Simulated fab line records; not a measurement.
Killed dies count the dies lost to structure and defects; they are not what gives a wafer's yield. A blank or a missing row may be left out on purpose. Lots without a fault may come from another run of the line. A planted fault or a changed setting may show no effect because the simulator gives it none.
fab line records ; flow nand_harc ; part 2 of 2: steps 5 to 6 of 6
record lots=23; wafers=69; last_day=24
route steps=1159 shown A_CONTACT@867
lots with no fault: from the same line, run without faults
start_h: the number of hours between the record's first day and the start of the first shown wafer of the lot ; wait_h: hours since the lot's step before ; " as in the row above ; L1.1+2: one row covering several wafers at once ; - either no value or no given start ; * or withheld: withheld ; < > ~ a bound
route shown NAME@n: names a module that has steps shown in the file, with the first one's number in the route ; usual: average and standard deviation across the fault-free wafers ; same: alike in all rows ; chamber/n: place in a boat ; sites: readings site by site ; _std_site: their standard deviation ; _edge_site: outer sites' mean less inner sites' ; radius_mm: how far each site lies from the wafer's centre ; mask NAME#n: copy n ; behind: the tool/chamber that last shaped the wafer ; hold: what put the lot on hold/how long, in hours/how the hold closed ; device: the transistor (n, p or np) that didn't switch ; end of line: the tests these same wafers got at the end of their route ; a step given without rows: its recipe and nothing more ; killed: at the first sort, the dies lost to defects and structure; wafer yield is something else ; map: dies across one wafer; x = killed, . = not, _ = none there
set.NAME: the setting that was run; set.NAME@STEP: the one run at that earlier step ; model.NAME: the simulator's own value behind a step, which no gauge read
route steps across a sampled set of lots; one table per step, one row per wafer
services: a tool's chamber out of use, with start hour (start_h, from the record's first day; less than 0 if before it), hours out, and reason
## steps
# step NHARC_A_CONTACT_ETCH_97
# recipe target_depth_a=200; over_etch_frac=0.5; time_s=10; ion_energy_ev=250; c4f6_flow_sccm=25; o2_flow_sccm=20; ar_flow_sccm=500; rf_w=600; bias_w=500; chemistry=C4F6/O2
# usual drypump_motor_current_A=5.74/0.25; oes_product_au=0.958/0.023; rf_vpp_V=545.9/2.9; showerhead_plenum_p_Torr=3.87/0.14; throttle_valve_pct=26.904/0.009
lot.wafer;tool;chamber;start_h;wait_h;drypump_motor_current_A;oes_product_au;rf_hours_counter_h;rf_vpp_V;showerhead_plenum_p_Torr;throttle_valve_pct
L075.2;rie_diel-08;2;-;-;5.38;0.960;13;541.6;3.69;26.899
L075.3;rie_diel-08;0;-;-;5.58;0.968;14;545.6;3.85;26.918
L075.4;rie_diel-08;1;-;-;5.94;0.979;13;551.1;4.07;26.900
L074.4;rie_diel-08;0;-;-;5.58;0.960;17;546.0;3.85;26.917
L074.1;rie_diel-08;2;-;-;5.35;0.962;15;542.0;3.69;26.905
L074.5;rie_diel-08;3;-;-;6.01;0.957;-;545.8;3.82;26.908
L077.4;rie_diel-01;2;-;-;5.82;0.971;23;550.6;4.09;26.901
L077.1;rie_diel-01;0;-;-;5.40;0.939;27;548.8;3.96;26.899
L077.5;rie_diel-01;3;-;-;6.06;0.945;-;547.5;3.96;26.900
L076.1;rie_diel-01;3;-;-;6.11;0.928;27;548.4;3.96;26.898
L076.2;rie_diel-01;0;-;-;5.42;0.934;27;549.1;3.96;26.913
L076.6;rie_diel-01;1;-;-;5.89;0.932;-;542.0;3.69;26.903
L078.3;rie_diel-08;3;-;-;5.99;0.928;18;545.3;3.82;26.893
L078.5;rie_diel-08;1;-;-;5.93;0.949;-;549.3;4.07;26.918
L078.6;rie_diel-08;2;-;-;5.37;0.943;-;541.7;3.69;26.911
L080.3;rie_diel-01;1;-;-;5.87;0.951;34;542.5;3.69;26.903
L080.2;rie_diel-01;2;-;-;5.80;0.947;33;551.4;4.09;26.900
L080.4;rie_diel-01;3;-;-;6.11;0.922;35;546.5;3.96;26.902
L079.1;rie_diel-08;2;-;-;5.39;0.941;21;542.0;3.69;26.918
L079.2;rie_diel-08;3;-;-;6.00;0.947;21;545.3;3.82;26.899
L079.5;rie_diel-08;1;-;-;5.93;0.936;-;549.2;4.06;26.895
L082.2;rie_diel-01;1;425.31;0.1;5.88;1.034;37;542.4;3.68;26.903
L082.6;rie_diel-01;3;425.31;0.1;6.07;0.992;-;548.4;3.96;26.909
L082.5;rie_diel-01;0;425.31;0.1;5.40;0.984;-;547.0;3.96;26.906
L081.2;rie_diel-01;0;427.23;0.1;5.34;0.931;39;547.9;3.96;26.905
L081.4;rie_diel-01;0;427.23;0.1;5.36;0.933;-;547.1;3.96;26.893
L081.5;rie_diel-01;1;427.23;0.1;5.88;0.967;-;542.9;3.68;26.907
L083.3;rie_diel-01;3;437.64;0.1;6.06;0.932;41;546.2;3.95;26.885
L083.2;rie_diel-01;0;437.64;0.1;5.39;0.944;43;547.5;3.95;26.913
L083.4;rie_diel-01;1;437.64;0.1;5.90;0.961;-;542.4;3.68;26.892
L085.2;rie_diel-01;0;450.05;0.1;5.34;0.953;48;549.6;3.95;26.898
L085.1;rie_diel-01;1;450.05;0.1;5.85;0.987;46;541.7;3.68;26.910
L085.3;rie_diel-01;3;450.05;0.1;6.01;0.960;47;546.3;3.95;26.897
L087.1;rie_diel-08;3;-;-;5.98;1.000;21;545.7;3.82;26.903
L087.4;rie_diel-08;1;-;-;5.94;1.006;29;550.8;4.06;26.909
L087.6;rie_diel-08;0;-;-;5.58;0.953;-;544.6;3.84;26.894
L086.3;rie_diel-11;1;-;-;5.79;0.941;27;545.0;3.81;26.884
L086.1;rie_diel-11;3;-;-;5.79;0.932;32;548.9;4.03;26.898
L086.6;rie_diel-11;1;-;-;5.80;0.932;-;545.3;3.81;26.904
L088.1;rie_diel-11;2;-;-;5.61;0.980;29;543.2;3.76;26.908
L088.2;rie_diel-11;0;-;-;5.42;0.958;32;551.0;4.08;26.909
L088.4;rie_diel-11;1;-;-;5.80;0.945;29;544.3;3.81;26.921
L091.2;rie_diel-11;1;-;-;5.79;0.940;35;544.0;3.80;26.894
L091.4;rie_diel-11;2;-;-;5.59;0.978;34;542.1;3.76;26.893
L091.5;rie_diel-11;2;-;-;5.59;0.977;-;543.3;3.76;26.914
L090.4;rie_diel-08;3;-;-;5.98;0.947;25;544.3;3.82;26.900
L090.3;rie_diel-08;0;-;-;5.58;0.960;36;544.1;3.84;26.892
L090.1;rie_diel-08;1;-;-;5.96;0.961;34;548.6;4.06;26.921
L089.3;rie_diel-08;0;-;-;5.58;0.950;37;548.1;3.83;26.907
L089.2;rie_diel-08;2;-;-;5.34;0.962;37;541.0;3.68;26.913
L089.5;rie_diel-08;0;-;-;5.60;0.953;-;544.5;3.84;26.889
L092.3;rie_diel-01;3;-;-;6.13;0.952;55;547.1;3.95;26.898
L092.6;rie_diel-01;3;-;-;6.19;0.938;-;547.9;3.95;26.913
L092.5;rie_diel-01;0;-;-;5.40;0.952;-;548.0;3.94;26.918
L093.2;rie_diel-08;2;-;-;5.40;0.950;1;542.2;3.68;26.911
L093.4;rie_diel-08;0;-;-;5.61;0.979;2;545.1;3.83;26.904
L093.3;rie_diel-08;1;-;-;5.93;0.968;1;550.3;4.05;26.909
L094.1;rie_diel-08;2;-;-;5.38;0.987;1;541.8;3.68;26.893
L094.3;rie_diel-08;3;-;-;5.98;0.992;1;543.9;3.82;26.917
L094.5;rie_diel-08;0;-;-;5.59;1.022;-;544.3;3.83;26.907
L096.3;rie_diel-11;3;-;-;5.81;0.928;50;549.3;4.02;26.901
L096.4;rie_diel-11;1;-;-;5.79;0.935;48;543.8;3.79;26.903
L096.6;rie_diel-11;3;-;-;5.85;0.928;-;549.7;4.02;26.910
L097.4;rie_diel-08;2;-;-;5.36;0.944;3;541.7;3.67;26.901
L097.2;rie_diel-08;3;-;-;5.97;0.937;4;546.0;3.82;26.893
L097.5;rie_diel-08;0;-;-;5.59;0.967;-;544.7;3.83;26.897
L095.2;rie_diel-01;0;-;-;5.37;0.982;2;546.5;3.94;26.910
L095.3;rie_diel-01;2;-;-;5.81;0.999;1;550.2;4.08;26.902
L095.5;rie_diel-01;0;-;-;5.39;0.976;-;548.2;3.94;26.907
# step NHARC_A_CONTACT_ETCH_106
# recipe target_depth_a=600; overetch_a=60; time_s=33; ion_energy_ev=100; cf4_flow_sccm=80; o2_flow_sccm=20; ar_flow_sccm=0; rf_w=300; bias_w=100; chemistry=CF4/O2
# usual drypump_motor_current_A=5.70/0.25; oes_f_703_au=0.999/0.0049; oes_product_au=0.996/0.012; rf_vpp_V=197.5/1.3; showerhead_plenum_p_Torr=1.32/0.052; throttle_valve_pct=13.398/0.0093
lot.wafer;tool;chamber;start_h;wait_h;drypump_motor_current_A;oes_f_703_au;oes_product_au;rf_hours_counter_h;rf_vpp_V;showerhead_plenum_p_Torr;throttle_valve_pct
L075.4;rie_diel-08;1;374.09;0.2;5.93;1.007;0.995;14;199.7;1.39;13.391
L075.3;rie_diel-08;2;374.09;0.2;5.35;1.002;0.989;14;196.7;1.25;13.401
L075.2;rie_diel-08;3;374.09;0.2;5.96;1.001;0.985;14;196.2;1.30;13.409
L074.1;rie_diel-01;3;382.40;0.1;6.04;0.989;0.978;25;197.0;1.35;13.399
L074.4;rie_diel-01;0;382.40;0.1;5.37;1.001;0.979;25;198.6;1.35;13.387
L074.5;rie_diel-01;3;382.40;0.1;6.04;0.995;0.969;-;198.0;1.35;13.413
L077.4;rie_diel-01;2;385.71;0.1;5.80;0.995;0.989;23;199.6;1.40;13.390
L077.1;rie_diel-01;3;385.71;0.1;6.11;0.992;0.981;27;198.0;1.35;13.397
L077.5;rie_diel-01;1;385.71;0.1;5.87;0.993;0.994;-;196.2;1.25;13.388
L076.2;rie_diel-08;0;387.03;0.1;5.57;0.995;0.992;17;197.9;1.31;13.387
L076.1;rie_diel-08;1;387.03;0.1;5.91;1.002;0.988;17;197.4;1.39;13.396
L076.6;rie_diel-08;3;387.03;0.1;6.00;0.997;0.991;-;197.0;1.30;13.399
L078.3;rie_diel-08;2;405.57;0.1;5.36;0.998;0.995;18;196.1;1.25;13.396
L078.5;rie_diel-08;2;405.57;0.1;5.31;0.995;0.989;-;195.9;1.25;13.404
L078.6;rie_diel-08;3;405.57;0.1;5.98;1.002;0.989;-;197.0;1.30;13.403
L080.2;rie_diel-01;3;413.55;0.1;6.08;1.000;0.994;35;198.5;1.35;13.372
L080.4;rie_diel-01;1;413.55;0.1;5.83;0.993;1.019;34;195.1;1.25;13.405
L080.3;rie_diel-01;2;413.55;0.1;5.81;0.992;1.012;33;198.4;1.40;13.398
L079.1;rie_diel-08;0;420.71;0.1;5.58;1.004;1.010;22;196.3;1.31;13.391
L079.2;rie_diel-08;2;420.71;0.1;5.39;1.002;1.007;21;196.6;1.25;13.412
L079.5;rie_diel-08;0;420.71;0.1;5.57;1.003;1.015;-;198.1;1.31;13.400
L082.2;rie_diel-01;0;425.74;0.1;5.35;0.995;0.984;39;196.1;1.35;13.392
L082.5;rie_diel-01;3;425.74;0.1;6.12;0.999;0.993;-;198.7;1.35;13.391
L082.6;rie_diel-01;0;425.74;0.1;5.37;0.999;0.982;-;199.8;1.35;13.409
L081.2;rie_diel-08;0;427.82;0.1;5.58;1.007;1.008;25;198.5;1.31;13.410
L081.5;rie_diel-08;2;427.82;0.1;5.34;0.997;0.986;-;195.3;1.25;13.409
L081.4;rie_diel-08;1;427.82;0.1;5.89;1.002;1.001;-;198.2;1.39;13.397
L083.3;rie_diel-01;3;438.06;0.1;6.05;0.994;0.979;41;197.6;1.35;13.401
L083.2;rie_diel-01;0;438.06;0.1;5.38;0.994;0.989;43;199.5;1.35;13.408
L083.4;rie_diel-01;0;438.06;0.1;5.36;1.003;0.973;-;197.8;1.35;13.397
L085.1;rie_diel-08;1;450.43;0.1;5.92;1.003;1.006;29;199.9;1.38;13.403
L085.3;rie_diel-08;2;450.43;0.1;5.32;1.004;1.002;31;195.5;1.25;13.403
L085.2;rie_diel-08;0;450.43;0.1;5.57;1.005;1.006;32;196.4;1.30;13.396
L087.4;rie_diel-08;3;451.75;0.1;5.96;1.006;0.981;21;195.8;1.30;13.390
L087.1;rie_diel-08;0;451.75;0.1;5.58;1.001;0.999;32;196.0;1.30;13.416
L087.6;rie_diel-08;2;451.75;0.1;5.35;0.995;0.990;-;196.9;1.25;13.419
L086.3;rie_diel-01;3;454.92;0.1;6.06;1.002;0.995;48;197.6;1.34;13.414
L086.1;rie_diel-01;1;454.92;0.1;5.87;1.006;1.005;47;195.0;1.25;13.393
L086.6;rie_diel-01;1;454.92;0.1;5.86;0.997;1.018;-;194.8;1.25;13.390
L088.1;rie_diel-08;0;457.13;0.1;5.57;0.994;0.990;33;197.5;1.30;13.387
L088.2;rie_diel-08;2;457.13;0.1;5.38;1.002;1.002;33;195.9;1.25;13.414
L088.4;rie_diel-08;3;457.13;0.1;6.00;1.001;0.977;22;196.2;1.30;13.396
L091.2;rie_diel-08;2;469.95;0.1;5.37;0.997;1.000;36;195.6;1.25;13.381
L091.4;rie_diel-08;3;469.95;0.1;5.98;1.005;0.987;25;197.4;1.30;13.404
L091.5;rie_diel-08;2;469.95;0.1;5.34;0.991;0.993;-;196.7;1.25;13.390
L090.4;rie_diel-11;1;470.91;0.3;5.77;0.999;0.995;36;196.4;1.29;13.394
L090.3;rie_diel-11;2;470.91;0.3;5.60;0.989;1.017;35;196.8;1.28;13.394
L090.1;rie_diel-11;3;470.91;0.3;5.79;0.996;0.992;39;199.6;1.37;13.397
L089.2;rie_diel-11;0;474.03;0.1;5.38;1.004;1.001;40;198.5;1.39;13.394
L089.3;rie_diel-11;1;474.03;0.1;5.78;1.004;0.987;37;196.7;1.29;13.401
L089.5;rie_diel-11;0;474.03;0.1;5.41;0.998;1.011;-;199.4;1.39;13.404
L092.3;rie_diel-11;2;479.22;0.1;5.59;0.999;1.010;38;196.6;1.27;13.405
L092.6;rie_diel-11;2;479.22;0.1;5.60;1.005;1.011;-;197.0;1.27;13.400
L092.5;rie_diel-11;3;479.22;0.1;5.76;0.994;0.998;-;198.2;1.37;13.399
L093.4;rie_diel-08;2;493.62;0.1;5.34;1.010;0.993;1;194.8;1.24;13.394
L093.2;rie_diel-08;3;493.62;0.1;5.99;1.005;1.002;1;197.5;1.30;13.385
L093.3;rie_diel-08;0;493.62;0.1;5.56;0.996;1.017;2;196.1;1.30;13.396
L094.3;rie_diel-11;2;493.73;0.1;5.60;0.999;1.009;41;197.0;1.27;13.403
L094.1;rie_diel-11;3;493.73;0.1;5.77;1.000;1.007;45;199.6;1.37;13.390
L094.5;rie_diel-11;3;493.73;0.1;5.81;1.001;1.009;-;198.5;1.37;13.417
L096.4;rie_diel-11;2;503.56;0.1;5.59;0.996;1.004;45;196.8;1.27;13.396
L096.3;rie_diel-11;0;503.56;0.1;5.43;1.001;0.999;51;200.1;1.39;13.388
L096.6;rie_diel-11;2;503.56;0.1;5.58;0.998;1.001;-;196.1;1.27;13.401
L097.2;rie_diel-08;1;504.45;0.1;5.92;1.004;1.016;4;199.5;1.38;13.386
L097.4;rie_diel-08;2;504.45;0.1;5.33;1.000;0.987;3;196.2;1.24;13.402
L097.5;rie_diel-08;1;504.45;0.1;5.90;1.006;1.025;-;199.7;1.38;13.393
L095.3;rie_diel-01;0;506.52;0.1;5.37;0.997;0.971;2;197.6;1.34;13.395
L095.2;rie_diel-01;2;506.52;0.1;5.82;0.993;0.990;1;198.7;1.39;13.415
L095.5;rie_diel-01;0;506.52;0.1;5.34;0.992;0.982;-;198.2;1.34;13.397
## services
tool;chamber;start_h;hours;kind
rie_diel-08;3;359.70;1.3;repair
rie_diel-08;0;359.91;-;clean
rie_diel-08;1;359.91;-;clean
rie_diel-08;2;359.91;-;clean
rie_diel-01;2;362.64;2.9;repair
rie_diel-11;-;366.50;9.0;pm
rie_diel-08;0;384.41;-;clean
rie_diel-08;1;384.41;-;clean
rie_diel-08;2;384.41;-;clean
rie_diel-08;3;384.41;-;clean
rie_diel-08;0;408.91;-;clean
rie_diel-08;1;408.91;-;clean
rie_diel-08;2;408.91;-;clean
rie_diel-08;3;408.91;-;clean
rie_diel-01;2;423.97;50.2;repair
rie_diel-08;0;433.41;-;clean
rie_diel-08;1;433.41;-;clean
rie_diel-08;2;433.41;-;clean
rie_diel-08;1;437.38;8.4;repair
har_cap_etch-03;-;446.99;7.1;repair
rie_diel-08;2;461.42;1.3;repair
rie_diel-01;3;466.91;9.3;repair
rie_diel-08;-;478.80;9.0;pm
rie_diel-01;-;491.88;9.0;pm
